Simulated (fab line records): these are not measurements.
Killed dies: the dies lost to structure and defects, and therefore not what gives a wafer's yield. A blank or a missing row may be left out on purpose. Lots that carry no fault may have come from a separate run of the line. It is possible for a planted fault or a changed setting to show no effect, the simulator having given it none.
Chamber matching    flow n5 finfet    N5_BEOL_M1_ALD_84 on ald metal-03 has 4 sister chambers
The step deposits TaN, pulse time 2 s, purge time 3 s, co reactant purge time 2 s. 4 wafers are shown with their chamber, then 12 later ones without.

== WAFERS, EACH WITH ITS CHAMBER ==
wafer   chamber  heater power w (W)
L086.1  0        495
L086.3  2        424
L089.3  1        391
L089.6  3        461

== WAFERS WITH NO CHAMBER GIVEN ==
wafer   heater power w (W)
L091.1  460
L091.4  424
L091.6  434
L088.3  394
L088.5  390
L088.6  490
L090.1  426
L090.3  466
L090.5  461
L096.1  391
L096.3  416
L096.4  468

== EACH ONE'S CHAMBER ==
wafer   from the rows above  in truth
L091.1  3                    3
L091.4  2                    2
L091.6  2                    2
L088.3  1                    1
L088.5  1                    1
L088.6  0                    0
L090.1  2                    2
L090.3  3                    3
L090.5  3                    3
L096.1  1                    1
L096.3  2                    2
L096.4  3                    3
Correct placement for 12 of the 12. From these rows, 0 cannot be placed. Number placed wrongly: 0.
How it was worked out, from the rows above alone: a wafer's distance from a chamber is the root of the sum, over the readings, of the square of ((its reading less the chamber's mean) divided by the reading's scatter). If the next closest chamber is less than 2 further off than the closest, the wafer can't be placed; otherwise it belongs to the closest. Each chamber's mean is taken over the wafers shown for it. The scatter (one wafer shown for each chamber): square how far every hidden wafer sits from the nearest shown wafer, average those squares and take the square root.
